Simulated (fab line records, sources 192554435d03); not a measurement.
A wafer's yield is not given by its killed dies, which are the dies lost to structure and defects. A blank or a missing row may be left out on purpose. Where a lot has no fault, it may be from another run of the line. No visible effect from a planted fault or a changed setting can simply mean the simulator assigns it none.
Which tool did it? | flow n5_finfet | 12 lots, 36 wafers sampled, at 3 steps of a route of 1938

## WHAT EACH GAUGE READ, for each wafer
N5_BEOL_M10_THK_MEAS_01. Usual: M10_ILD_THK typically reads 268 nm, with standard deviation 3.5.
lot  | measured     | on            | M10_ILD_THK (nm) | flag
L394 | day 9 16:27  | film_metro-01 | 264 272 269      |
L395 | day 10 01:26 | film_metro-02 | 266 270 265      |
L398 | day 11 00:56 | film_metro-02 | 261 269 267      |
L399 | day 11 13:02 | film_metro-02 | 262 266 272      |
L402 | day 12 05:24 | film_metro-02 | 265 269 272      |
L403 | day 12 10:54 | film_metro-02 | 269 266 274      |
L404 | day 12 11:05 | film_metro-02 | 270 275 272      |
L406 | day 12 16:31 | film_metro-02 | 264 266 269      |
L405 | day 13 00:35 | film_metro-01 | 268 268 273      |
L414 | day 15 03:40 | film_metro-02 | 269 273 267      |
L413 | day 15 05:20 | film_metro-01 | 267 269 274      |
L416 | day 15 06:37 | film_metro-01 | 266 263 270      |

## EACH LOT AND THE TOOL THAT RAN IT (in order: tool; ch and the chambers of the sampled wafers; start)
lot  | N5_BEOL_M9_ALD_74                   | N5_BEOL_M9_DEP_56
L394 | ald_metal-04 ch 0,2,3, day 9 13:37  | pecvd-02 ch 0,2, day 9 15:41
L395 | ald_metal-01 ch 0,1,2, day 9 23:08  | pecvd-02 ch 1,2, day 10 00:43
L398 | ald_metal-03 ch 1,3, day 10 21:16   | pecvd-04 ch 0,1,2, day 10 23:43
L399 | ald_metal-01 ch 0,3, day 11 10:11   | pecvd-04 ch 0,1, day 11 12:18
L402 | ald_metal-01 ch 1,2,3, day 12 01:17 | pecvd-01 ch 0,1,2, day 12 04:38
L403 | ald_metal-01 ch 0,1,3, day 12 08:32 | pecvd-04 ch 0,1, day 12 10:10
L404 | ald_metal-04 ch 1,2,3, day 12 08:50 | pecvd-01 ch 0,1,2, day 12 10:23
L406 | ald_metal-01 ch 0,1, day 12 13:43   | pecvd-04 ch 0,1,2, day 12 15:28
L405 | ald_metal-03 ch 0,1,3, day 12 20:42 | pecvd-01 ch 0,1,2, day 12 23:51
L414 | ald_metal-03 ch 0,1,3, day 15 00:49 | pecvd-04 ch 0,2, day 15 02:43
L413 | ald_metal-03 ch 0,2, day 15 01:15   | pecvd-01 ch 1,2, day 15 04:36
L416 | ald_metal-01 ch 1,2,3, day 15 04:19 | pecvd-02 ch 0,1,2, day 15 05:54
- N5_BEOL_M9_ALD_74: deposits TaN, target thk 2 nm, pulse time 2 s, purge time 3 s.
- N5_BEOL_M9_DEP_56: deposits SiCN from 3MS/NH3, target thk 15 nm, time 26.5 s.

## WHAT THE TOOLS THEMSELVES READ (means of the sampled wafers that have a number; where no wafer has one, the mark that the record gives instead)
N5_BEOL_M9_ALD_74. Usual: heater_power_w 428 W, standard deviation 17; precursor_vessel_carrier_sccm 1000 sccm, standard deviation 3.1.
lot  | tool         | heater_power_w (W) | precursor_vessel_carrier_sccm (sccm) | flag
L394 | ald_metal-04 | 418                | 997                                  |
L395 | ald_metal-01 | 426                | 1001                                 |
L398 | ald_metal-03 | 421                | 999                                  |
L399 | ald_metal-01 | 420                | 996                                  |
L402 | ald_metal-01 | 437                | 1000                                 |
L403 | ald_metal-01 | 427                | 1001                                 |
L404 | ald_metal-04 | 419                | 999                                  |
L406 | ald_metal-01 | 430                | 1001                                 |
L405 | ald_metal-03 | 419                | 1002                                 |
L414 | ald_metal-03 | 419                | 1000                                 |
L413 | ald_metal-03 | 435                | 1001                                 |
L416 | ald_metal-01 | 428                | 998                                  |

N5_BEOL_M9_DEP_56. Usual: showerhead_plenum_p_Torr 3.667 Torr, standard deviation 0.016; throttle_valve_pct 9.2 %, standard deviation 0.57.
lot  | tool     | showerhead_plenum_p_Torr (Torr) | throttle_valve_pct (%) | flag
L394 | pecvd-02 | 3.683                           | 9.1                    |
L395 | pecvd-02 | 3.661                           | 9.0                    |
L398 | pecvd-04 | 3.662                           | 9.0                    |
L399 | pecvd-04 | 3.658                           | 9.1                    |
L402 | pecvd-01 | 3.661                           | 9.3                    |
L403 | pecvd-04 | 3.659                           | 9.2                    |
L404 | pecvd-01 | 3.664                           | 9.3                    |
L406 | pecvd-04 | 3.669                           | 9.0                    |
L405 | pecvd-01 | 3.661                           | 9.1                    |
L414 | pecvd-04 | 3.661                           | 8.7                    |
L413 | pecvd-01 | 3.660                           | 9.1                    |
L416 | pecvd-02 | 3.671                           | 9.7                    |

## THE ANSWER, worked out from the rows above alone
Rule: a lot counts as off when the mean over its wafers that have a number is more than 3 standard deviations away from the usual mean. Also off: a lot with no number at a reading for which 4 or more lots have one. All remaining lots with rows at the step are treated as sound. Order of review: gauges by route order, followed by the tools' own readings, for which a lot's mean as printed above is used. The first step at which some lot is off is used, and at that step the reading that is off furthest; a lot without a number counts as furthest.
No lot is off at any reading shown: from this, nothing can be told.

## WHAT THE SIMULATOR PUT IN
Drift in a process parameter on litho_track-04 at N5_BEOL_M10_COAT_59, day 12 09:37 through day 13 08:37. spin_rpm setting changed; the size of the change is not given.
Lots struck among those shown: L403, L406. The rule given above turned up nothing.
